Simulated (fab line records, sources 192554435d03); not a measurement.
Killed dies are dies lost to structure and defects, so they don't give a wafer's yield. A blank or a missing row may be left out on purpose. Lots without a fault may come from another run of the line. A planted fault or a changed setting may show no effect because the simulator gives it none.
fab line records | flow n5_finfet | part 1 of 2: steps 1 to 3 of 6
record lots=24 wafers=72 last_day=18
route steps=1938 shown ILD0@340 SDB@363 HKMG_FIN@400
lots that met no fault: from a run of the same line without faults
start_h: hours from the record's first day to the start of the lot's first wafer shown | wait_h: hours since the lot's step before | " the same as in the row above | L1.1+2: a row that stands for several wafers | - no value, or no start given | * or withheld: withheld | < > ~ a bound
route shown NAME@n: a module of which the file shows steps, and the number in the route of the first | usual: mean/standard deviation of fault-free wafers | same: alike in all rows | chamber/n: place in a boat | sites: the reading at each site | _std_site: their standard deviation | _edge_site: outer sites' mean less inner sites' | radius_mm: how far each site lies from the wafer's centre | mask NAME#n: copy n | behind: the tool/chamber that last shaped the wafer | hold: why the lot was held/for how many hours/how that ended | device: the transistor (n, p or np) that didn't switch | end of line: the same wafers' tests at the end of the route | a step without rows: its recipe alone | killed: dies lost to structure and defects at the first sort, not the wafer's yield | map: a wafer's dies, x killed, . not, _ none there
set.NAME: the setting as run; set.NAME@STEP: as run at that earlier step | model.NAME: the simulator's own value behind a step, which no gauge read
steps of the route over a sample of lots; a table a step, a row a wafer
services: from which hour (start_h, from the record's first day; less than 0 if before it) a tool's chamber was out of use, for how many hours, and why
## steps
# step N5_ILD0_CMP_07
# recipe stop_on=poly-Si material=SiO2_flowable t_overpolish_s=1.18 post_cmp_clean=alkaline_brush down_force_psi=4.1491 platen_rpm=51.796 pad_velocity_m_s=1.0306 target_thk_nm=138.88
# usual edge_zone_pressure_frac=1.000/0.0051 motor_current_A=12.8/1.1
# columns lot.wafer tool chamber start_h wait_h edge_zone_pressure_frac motor_current_A
L074.3 cmp-01 0 66.79 0.1 0.999 14.6
L074.2 " 1 " " 1.001 13.0
L074.6 " 2 " " 0.996 12.7
L075.1 cmp-01 2 71.22 0.2 0.999 12.7
L075.3 " 0 " " 0.990 13.4
L075.2 " 1 " " 1.006 12.3
L076.1 cmp-03 0 73.53 0.0 1.006 13.9
L076.4 " 2 " " 0.999 10.9
L076.3 " 3 " " 1.001 11.4
L077.3 cmp-02 1 80.09 0.0 1.006 13.0
L077.2 " 2 " " 0.998 12.9
L077.4 " 3 " " 1.000 12.1
L078.1 cmp-03 2 85.39 0.0 0.999 10.9
L078.2 " 3 " " 1.004 10.7
L078.5 " 2 " " 1.004 11.2
L079.2 cmp-01 1 92.26 0.1 1.005 12.8
L079.4 " 2 " " 1.002 12.9
L079.5 " 0 " " 1.000 14.0
L080.1 cmp-02 3 97.61 0.1 1.007 12.6
L080.3 " 0 " " 0.998 14.3
L080.5 " 2 " " 1.005 14.2
L081.2 cmp-02 0 102.84 0.1 1.001 14.4
L081.3 " 2 " " 1.000 14.0
L081.6 " 3 " " 1.003 12.5
L082.3 cmp-02 3 109.00 0.0 1.007 12.4
L082.4 " 0 " " 1.001 14.2
L082.5 " 3 " " 1.009 12.3
L083.3 cmp-03 1 115.98 0.0 0.995 12.2
L083.5 " 1 " " 0.988 12.1
L083.6 " 2 " " 0.999 10.4
L084.2 cmp-01 3 127.48 0.5 1.008 11.6
L084.5 " 0 " " 0.996 14.5
L084.6 " 1 " " 0.993 12.9
L085.3 cmp-02 1 129.64 0.1 0.997 12.2
L085.4 " 2 " " 1.002 14.4
L085.6 " 0 " " 0.997 14.0
L086.1 cmp-01 1 133.37 0.0 1.001 12.8
L086.3 " 2 " " 1.001 12.9
L086.5 " 2 " " 0.998 13.3
L087.2 cmp-01 2 139.08 0.1 1.001 13.2
L087.4 " 3 " " 1.000 12.7
L087.5 " 0 " " 0.998 14.0
L088.2 cmp-01 2 147.21 0.0 0.995 13.5
L088.1 " 0 " " 0.999 13.8
L088.4 " 1 " " 1.003 13.0
L089.1 cmp-03 3 153.11 0.0 0.996 11.2
L089.5 " 3 " " 1.006 10.7
L089.6 " 0 " " 1.001 14.0
L090.3 cmp-03 2 157.02 0.1 0.989 10.9
L090.6 " 1 " " 0.998 11.2
L090.5 " 2 " " 1.002 10.4
L091.1 cmp-02 0 166.39 0.0 1.007 14.5
L091.4 " 3 " " 0.998 12.8
L091.5 " 0 " " 0.998 13.5
L092.4 cmp-02 2 174.22 0.1 1.008 13.2
L092.6 " 0 " " 1.006 14.1
L092.5 " 1 " " 0.997 13.4
L093.3 cmp-03 2 175.95 0.1 0.992 11.2
L093.2 " 3 " " 1.002 10.8
L093.4 " 0 " " 0.995 13.9
L094.1 cmp-01 0 186.82 0.0 1.001 14.2
L094.4 " 2 " " 0.997 12.1
L094.5 " 1 " " 0.997 12.5
L095.2 cmp-02 0 188.30 0.1 0.992 14.6
L095.4 " 2 " " 1.012 14.4
L095.6 " 3 " " 1.002 11.9
L096.1 cmp-03 1 194.80 0.0 1.004 11.7
L096.5 " 1 " " 1.002 12.1
L096.6 " 2 " " 0.999 10.5
L097.1 cmp-01 2 197.50 0.1 0.996 12.9
L097.3 " 0 " " 0.998 14.6
L097.5 " 1 " " 0.998 12.6
# step N5_ILD0_CMP_12
# recipe stop_on=poly-Si material=SiNx t_overpolish_s=6 post_cmp_clean=alkaline_brush down_force_psi=2.5 platen_rpm=51.8 pad_velocity_m_s=1.0307 target_thk_nm=17.67
# usual edge_zone_pressure_frac=1.000/0.005 motor_current_A=9.4/0.82 overpolish_run_s=6.000/0.0084 time_to_endpoint_s=28.8/2.3
# columns lot.wafer tool chamber start_h wait_h edge_zone_pressure_frac motor_current_A overpolish_run_s time_to_endpoint_s
L074.3 cmp-03 0 69.97 1.2 1.002 10.4 6.007 25.8
L074.2 " 2 " " 1.007 8.1 6.008 28.9
L074.6 " 0 " " 1.002 10.4 5.999 25.9
L075.1 cmp-02 1 74.43 1.1 0.994 9.7 6.001 32.7
L075.3 " 2 " " 0.994 10.1 5.985 30.4
L075.2 " 0 " " 1.003 10.7 5.998 31.9
L076.4 cmp-02 3 77.12 0.0 1.001 9.1 5.992 30.6
L076.3 " 0 " " 0.994 10.3 6.008 31.9
L076.1 " 2 " " 1.000 10.2 5.998 31.0
L077.3 cmp-02 1 83.30 1.1 1.003 9.8 5.990 32.4
L077.2 " 2 " " 0.994 10.3 5.986 34.2
L077.4 " 3 " " 0.995 8.5 5.992 32.8
L078.2 cmp-02 0 89.08 1.2 0.993 10.4 6.003 26.1
L078.1 " 1 " " 1.005 9.4 6.013 27.1
L078.5 " 0 " " 0.995 10.2 6.000 29.4
L079.2 cmp-01 3 95.61 1.1 1.000 8.5 5.996 27.4
L079.4 " 2 " " 0.992 9.3 6.001 28.8
L079.5 " 0 " " 0.993 9.9 6.006 28.4
L080.3 cmp-02 2 100.79 1.2 1.004 10.0 5.999 28.4
L080.1 " 3 " " 1.004 9.1 5.998 27.1
L080.5 " 2 " " 0.998 9.9 6.007 28.9
L081.3 cmp-02 3 106.01 1.1 1.001 9.5 6.025 30.5
L081.2 " 0 " " 0.992 9.9 6.009 30.3
L081.6 " 3 " " 0.999 8.8 5.997 31.4
L082.4 cmp-03 3 112.54 0.0 1.003 8.2 6.008 25.1
L082.3 " 0 " " 1.001 10.3 5.992 26.6
L082.5 " 0 " " 0.998 10.4 5.995 27.5
L083.3 cmp-03 0 119.23 1.2 1.000 10.5 6.004 31.8
L083.5 " 3 " " 0.999 8.2 6.009 29.6
L083.6 " 0 " " 1.001 10.4 5.995 29.5
L084.2 cmp-03 1 130.62 1.2 0.995 8.4 5.985 28.2
L084.6 " 0 " " 1.002 10.5 6.004 29.3
L084.5 " 1 " " 1.004 8.3 5.993 31.3
L085.4 cmp-03 3 132.82 1.1 1.000 8.2 5.999 27.4
L085.3 " 1 " " 0.995 8.3 6.002 27.1
L085.6 " 0 " " 0.997 10.5 6.003 25.0
L086.3 cmp-02 1 136.69 1.1 0.988 9.2 6.005 26.0
L086.1 " 0 " " 1.004 10.1 5.992 25.1
L086.5 " 2 " " 1.003 10.6 6.015 25.5
L087.4 cmp-01 2 142.25 1.2 0.998 9.1 5.987 26.4
L087.2 " 3 " " 1.002 9.2 6.009 29.9
L087.5 " 1 " " 1.013 9.4 5.996 30.1
L088.4 cmp-01 3 150.44 1.1 1.009 9.1 5.992 26.3
L088.2 " 0 " " 1.002 9.9 6.000 29.4
L088.1 " 1 " " 1.003 9.3 5.990 27.5
L089.1 cmp-01 0 156.91 1.1 1.008 9.9 6.001 25.3
L089.6 " 0 " " 0.998 9.9 6.002 25.6
L089.5 " 1 " " 0.993 9.1 5.995 29.6
L090.3 cmp-01 2 160.19 1.1 0.995 9.3 6.006 25.5
L090.5 " 2 " " 0.995 9.6 5.997 27.5
L090.6 " 3 " " 1.002 9.5 5.995 28.9
L091.4 cmp-02 2 169.78 1.3 0.998 10.1 5.999 27.6
L091.1 " 0 " " 1.009 10.4 6.002 29.2
L091.5 " 3 " " 1.003 9.1 6.011 28.0
L092.4 cmp-03 0 177.57 1.2 0.994 10.4 5.994 27.4
L092.5 " 1 " " 1.002 9.0 5.993 27.1
L092.6 " 2 " " 0.987 7.7 6.003 27.6
L093.3 cmp-02 0 179.67 1.2 0.998 10.6 5.999 28.1
L093.4 " 1 " " 0.995 9.5 6.007 28.3
L093.2 " 2 " " 1.012 10.6 6.006 26.6
L094.4 cmp-01 0 190.11 1.2 1.002 10.0 6.003 28.1
L094.1 " 1 " " 0.991 9.6 5.982 29.4
L094.5 " 3 " " 0.999 9.3 6.005 35.2
L095.2 cmp-03 2 192.21 1.1 1.002 7.7 5.996 29.4
L095.4 " 1 " " 0.997 8.5 6.010 28.5
L095.6 " 3 " " 0.992 7.8 5.987 28.0
L096.1 cmp-01 3 198.14 1.2 0.998 9.4 6.020 33.2
L096.5 " 0 " " 1.001 9.8 5.997 31.6
L096.6 " 1 " " 1.001 9.6 6.001 30.3
L097.1 cmp-01 3 200.72 1.2 0.996 9.2 6.002 29.6
L097.3 " 0 " " 1.001 10.1 6.013 31.0
L097.5 " 3 " " 0.994 9.0 5.998 30.8
# step N5_SDB_STRIP_21
# recipe chemistry=CF4 resist=SiARC power_w=300 bias_power_w=75 pressure_mtorr=50 cf4_flow_sccm=150 rf_frequency_hz=6e+07
# usual drypump_motor_current_A=5.8/0.47 oes_product_au=0.77/0.087 rf_vpp_V=271.2/1.6 showerhead_plenum_p_Torr=1.79/0.053 throttle_valve_pct=13.50/0.26
# columns lot.wafer tool chamber start_h wait_h drypump_motor_current_A oes_product_au rf_hours_counter_h rf_vpp_V showerhead_plenum_p_Torr throttle_valve_pct
L074.2 rie_diel-03 1 70.95 0.0 5.8 0.73 168 273.5 1.86 13.51
L074.3 " 0 " " 6.3 0.69 225 270.5 1.77 13.54
L074.6 " 3 " " 6.3 0.71 - 271.1 1.78 13.87
L075.1 rie_diel-02 2 76.30 0.0 5.6 0.68 236 272.5 1.84 14.16
L075.2 " 3 " " 5.8 0.83 56 272.2 1.82 13.47
L075.3 " 0 " " 5.5 0.83 69 270.9 1.81 13.09
L076.1 rie_diel-01 0 78.80 0.0 6.2 0.70 221 271.7 1.84 13.46
L076.3 " 2 " " 5.6 0.79 134 270.2 1.79 13.26
L076.4 " 2 " " 5.6 0.79 - 270.0 1.79 13.24
L077.2 rie_diel-02 3 84.28 0.0 5.8 0.82 59 271.6 1.81 13.45
L077.3 " 1 " " 4.8 0.71 196 270.0 1.72 13.52
L077.4 " 2 " " 5.6 0.68 240 271.4 1.84 14.19
L078.1 rie_diel-02 2 90.62 0.0 5.6 0.67 244 271.3 1.84 14.18
L078.2 " 1 " " 4.8 0.70 198 269.2 1.72 13.53
L078.5 " 0 " " 5.5 0.82 - 270.7 1.81 13.13
L079.2 rie_diel-02 3 96.80 0.0 5.8 0.82 65 270.5 1.81 13.47
L079.4 " 0 " " 5.5 0.81 78 272.3 1.81 13.11
L079.5 " 1 " " 4.8 0.70 - 267.5 1.72 13.55
L080.1 rie_diel-01 2 101.91 0.0 5.6 0.77 146 269.0 1.79 13.28
L080.3 " 0 " " 6.3 0.70 233 270.8 1.83 13.47
L080.5 " 1 " " 5.9 0.93 - 271.2 1.76 13.25
L081.2 rie_diel-01 3 107.12 0.0 6.1 0.89 20 274.3 1.90 13.14
L081.3 " 2 " " 5.6 0.77 148 272.7 1.79 13.29
L081.6 " 1 " " 5.9 0.93 - 270.4 1.76 13.24
L082.3 rie_diel-01 0 113.67 0.0 6.2 0.69 238 271.4 1.83 13.49
L082.4 " 1 " " 5.9 0.93 10 271.8 1.76 13.23
L082.5 " 2 " " 5.6 0.76 - 271.0 1.79 13.28
L083.3 rie_diel-03 3 120.30 0.0 6.3 0.70 221 270.0 1.77 13.88
L083.5 " 1 " " 5.8 0.73 - 273.5 1.85 13.55
L083.6 " 0 " " 6.3 0.69 - 269.6 1.77 13.56
L084.2 rie_diel-02 0 131.56 0.0 5.4 0.80 91 272.3 1.80 13.14
L084.5 " 0 " " 5.5 0.80 - 272.7 1.80 13.15
L084.6 " 1 " " 4.8 0.69 - 269.5 1.71 13.58
L085.3 rie_diel-03 1 133.92 0.0 5.8 0.72 184 273.7 1.85 13.56
L085.4 " 2 " " 6.4 0.73 177 267.9 1.71 13.50
L085.6 " 0 " " 6.3 0.69 - 269.7 1.77 13.58
L086.1 rie_diel-01 0 137.79 0.0 6.2 0.69 247 272.5 1.83 13.53
L086.3 " 1 " " 5.9 0.90 16 270.8 1.76 13.27
L086.5 " 1 " " 5.9 0.90 - 269.7 1.76 13.27
L087.2 rie_diel-03 0 143.32 0.0 6.3 0.69 244 270.4 1.77 13.58
L087.4 " 2 " " 6.4 0.72 181 269.1 1.71 13.51
L087.5 " 0 " " 6.3 0.69 - 270.2 1.77 13.58
L088.1 rie_diel-02 3 151.42 0.0 5.9 0.79 85 273.9 1.81 13.52
L088.2 " 2 " " 5.6 0.96 6 271.1 1.84 13.62
L088.4 " 0 " " 5.5 0.79 97 272.1 1.80 13.17
L089.1 rie_diel-02 1 158.02 0.0 4.8 0.69 223 269.5 1.71 13.59
L089.5 " 3 " " 5.9 0.79 - 272.5 1.81 13.54
L089.6 " 0 " " 5.5 0.79 - 271.8 1.80 13.17
L090.3 rie_diel-03 1 161.34 0.0 5.8 0.71 195 271.9 1.85 13.58
L090.5 " 3 " " 6.3 0.69 - 269.9 1.77 13.92
L090.6 " 2 " " 6.4 0.72 - 269.1 1.71 13.56
L091.1 rie_diel-02 3 170.89 0.0 5.9 0.79 91 272.4 1.81 13.53
L091.4 " 2 " " 5.6 0.93 12 270.9 1.84 13.63
L091.5 " 2 " " 5.6 0.93 - 270.5 1.84 13.66
L092.4 rie_diel-01 2 178.44 0.0 5.6 0.74 - 270.5 1.78 13.35
L092.5 " 0 " " 6.2 0.96 - 271.3 1.83 12.97
L092.6 " 3 " " 6.2 0.84 - 274.3 1.89 13.22
L093.2 rie_diel-02 0 181.06 0.0 5.5 0.79 106 271.6 1.80 13.18
L093.3 " 2 " " 5.6 0.93 15 271.5 1.84 13.65
L093.4 " 3 " " 5.9 0.79 93 272.6 1.81 13.53
L094.1 rie_diel-02 2 191.14 0.0 5.6 0.92 18 272.4 1.84 13.66
L094.4 " 1 " " 4.8 0.68 234 268.4 1.71 13.62
L094.5 " 2 " " 5.6 0.92 - 271.9 1.84 13.67
L095.2 rie_diel-03 3 193.19 0.0 6.3 0.69 249 270.1 1.77 13.94
L095.4 " 3 " " 6.3 0.69 - 272.1 1.77 13.95
L095.6 " 1 " " 5.8 0.71 - 273.6 1.85 13.59
L096.1 rie_diel-03 3 199.47 0.0 6.3 0.69 251 270.8 1.77 13.95
L096.5 " 3 " " 6.3 0.68 - 271.1 1.77 13.95
L096.6 " 2 " " 6.4 0.70 - 269.3 1.70 13.56
L097.1 rie_diel-02 2 201.78 0.0 5.6 0.91 21 272.0 1.83 13.68
L097.3 " 3 " " 5.9 0.78 100 271.6 1.80 13.54
L097.5 " 2 " " 5.6 0.91 - 272.7 1.84 13.67
